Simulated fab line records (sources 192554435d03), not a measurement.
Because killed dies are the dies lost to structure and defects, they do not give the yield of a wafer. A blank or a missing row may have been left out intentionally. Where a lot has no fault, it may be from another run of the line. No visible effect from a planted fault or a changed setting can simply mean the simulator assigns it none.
Which tool was responsible? ; flow n5 finfet ; 24 lots, 72 wafers sampled, at 4 steps of a route of 1938

== WHAT THE GAUGES READ, wafer by wafer ==
N5_BEOL_M11_CD_MEAS_28: target cd 70 nm.
lot;measured;on;cd nm (nm)
L074;day 10 03:17;cd sem-03;70.2 70.4 71.5
L075;day 10 03:27;cd sem-03;70.4 72.0 72.1
L076;day 10 17:54;cd sem-02;72.1 70.8 70.5
L077;day 11 00:07;cd sem-02;69.4 70.4 67.8
L078;day 11 02:18;cd sem-01;69.9 68.3 68.9
L079;day 11 03:49;cd sem-02;69.2 67.8 69.6
L080;day 11 17:37;cd sem-02;70.9 72.0 70.1
L081;day 12 05:05;cd sem-02;71.0 68.9 70.3
L083;day 12 06:09;cd sem-01;71.2 71.2 72.2
L082;day 12 17:20;cd sem-02;69.8 70.4 70.4
L084;day 12 17:30;cd sem-01;72.3 69.6 73.1
L086;day 13 13:19;cd sem-03;71.3 70.7 72.2
L085;day 13 15:38;cd sem-01;71.2 71.4 68.8
L087;day 13 15:48;cd sem-03;70.3 71.8 69.9
L089;day 14 20:05;cd sem-02;71.2 70.0 71.1
L088;day 14 20:16;cd sem-03;69.7 70.4 70.2
L090;day 14 20:26;cd sem-02;69.3 70.4 70.4
L091;day 15 03:01;cd sem-02;69.6 68.6 68.2
L093;day 15 08:16;cd sem-03;70.0 70.2 68.9
L094;day 16 00:42;cd sem-02;69.2 69.2 68.6
L092;day 16 00:56;cd sem-02;70.1 71.9 72.0
L095;day 16 10:51;cd sem-01;69.2 70.5 69.0
L096;day 16 17:13;cd sem-01;68.7 68.8 70.2
L097;day 17 07:18;cd sem-03;71.9 70.2 70.1

N5_BEOL_M11_OCD_MEAS_38.
lot;measured;on;trench depth nm (nm)
L074;day 10 03:53;ocd-02;151.0 148.3 147.6
L075;day 10 04:21;ocd-01;146.7 149.2 147.2
L076;day 10 18:29;ocd-01;149.7 151.0 153.9
L077;day 11 00:45;ocd-01;150.8 150.1 150.7
L078;day 11 02:53;ocd-02;152.5 147.8 147.9
L079;day 11 04:49;ocd-01;148.9 146.5 147.8
L080;day 11 18:11;ocd-01;146.4 145.2 148.3
L081;day 12 05:40;ocd-01;154.5 151.0 148.7
L083;day 12 06:45;ocd-02;146.8 148.6 144.9
L082;day 12 18:09;ocd-02;147.1 143.9 148.2
L084;day 12 18:23;ocd-01;150.1 155.0 149.1
L086;day 13 13:53;ocd-02;149.0 146.9 145.7
L085;day 13 16:18;ocd-01;142.0 141.6 145.3
L087;day 13 16:28;ocd-02;153.3 147.5 147.9
L089;day 14 20:40;ocd-02;148.2 150.0 147.7
L088;day 14 21:18;ocd-02;144.0 145.2 148.0
L090;day 14 21:24;ocd-01;154.0 152.2 153.0
L091;day 15 03:39;ocd-01;149.3 150.5 151.4
L093;day 15 08:51;ocd-02;153.1 151.1 152.5
L094;day 16 01:17;ocd-01;153.0 150.6 151.9
L092;day 16 02:09;ocd-02;151.2 151.6 151.4
L095;day 16 11:26;ocd-01;148.7 152.3 151.4
L096;day 16 17:50;ocd-01;149.7 145.7 150.4
L097;day 17 07:53;ocd-01;153.0 153.4 146.3

N5_BEOL_M11_INSPECT_58: inspects for defects (darkfield).
lot;measured;on;raw defect count
L074;day 10 06:29;defect inspect-01;84 65 68
L075;day 10 07:32;defect inspect-02;93 83 65
L076;day 10 20:40;defect inspect-02;49 55 44
L077;day 11 03:15;defect inspect-01;70 60 82
L078;day 11 05:35;defect inspect-02;74 81 67
L079;day 11 08:10;defect inspect-01;62 64 76
L080;day 11 22:15;defect inspect-02;30 43 43
L081;day 12 08:39;defect inspect-01;53 64 57
L083;day 12 09:38;defect inspect-02;82 40 54
L082;day 12 21:06;defect inspect-02;34 81 71
L084;day 12 21:55;defect inspect-02;85 128 106
L086;day 13 17:16;defect inspect-02;79 35 52
L085;day 13 18:38;defect inspect-02;65 69 71
L087;day 13 19:27;defect inspect-02;80 57 59
L089;day 14 22:53;defect inspect-02;61 58 73
L088;day 15 01:14;defect inspect-02;90 62 76
L090;day 15 01:46;defect inspect-01;100 66 71
L091;day 15 07:12;defect inspect-02;46 54 59
L093;day 15 11:13;defect inspect-02;103 68 106
L094;day 16 03:40;defect inspect-02;71 46 53
L092;day 16 04:46;defect inspect-02;64 58 69
L095;day 16 13:39;defect inspect-02;108 112 45
L096;day 16 21:42;defect inspect-01;57 92 127
L097;day 17 11:03;defect inspect-02;101 50 76

N5_BEOL_M12_INSPECT_12: inspects for defects (macro).
lot;measured;on;raw defect count
L074;day 10 07:01;defect inspect-02;2 1 2
L075;day 10 08:11;defect inspect-02;4 1 1
L076;day 10 21:12;defect inspect-02;0 2 0
L077;day 11 03:46;defect inspect-01;3 1 2
L078;day 11 06:06;defect inspect-01;0 2 4
L079;day 11 08:41;defect inspect-01;2 1 3
L080;day 11 22:47;defect inspect-01;3 2 2
L081;day 12 09:18;defect inspect-02;0 0 3
L083;day 12 10:10;defect inspect-02;0 2 0
L082;day 12 21:39;defect inspect-02;4 1 2
L084;day 12 22:27;defect inspect-02;2 1 3
L086;day 13 17:47;defect inspect-02;0 0 4
L085;day 13 19:18;defect inspect-01;0 2 2
L087;day 13 20:06;defect inspect-02;2 4 1
L089;day 14 23:32;defect inspect-02;1 7 0
L088;day 15 01:46;defect inspect-02;1 2 0
L090;day 15 02:21;defect inspect-01;0 2 1
L091;day 15 07:56;defect inspect-02;1 5 5
L093;day 15 11:52;defect inspect-01;3 2 2
L094;day 16 04:11;defect inspect-01;0 2 1
L092;day 16 05:25;defect inspect-01;2 4 3
L095;day 16 14:18;defect inspect-02;1 3 0
L096;day 16 22:22;defect inspect-02;1 4 5
L097;day 17 11:35;defect inspect-01;4 1 3

== TOOL THAT RAN EACH LOT (tool first, then ch and the chambers of the sampled wafers, then the start) ==
The record shows no process step preceding these readings.

== AS READ BY THE TOOLS THEMSELVES (means over the sampled wafers that have a number; for cases with no such wafer, the mark the record gives instead) ==
The record holds no such reading with a usual standard deviation.

== THE ANSWER, worked out from the rows above alone ==
Rule: the lots themselves supply what counts as usual. Put in order of their means at a reading, lots are off if they are a third of the lots or fewer, leave a main group of 4 or more, and stand apart from it by a gap of 3 or more times the standard deviation of the main group's means; of several such gaps the widest counts. The tables above print the reading to a certain number of digits; a main group whose means all agree to those digits is not used. Also off: a lot with no number at a reading for which 4 or more lots have one. Where the step has rows for the other lots, those lots are counted as sound. First the gauges in route order, then the tools' own readings, where a lot's mean is used as printed above. The first step at which some lot is off is used, and at that step the reading that is off furthest; a lot without a number counts as furthest.
None of the lots is off at any reading shown; this tells nothing.

== WHAT WAS PUT IN BY THE SIMULATOR ==
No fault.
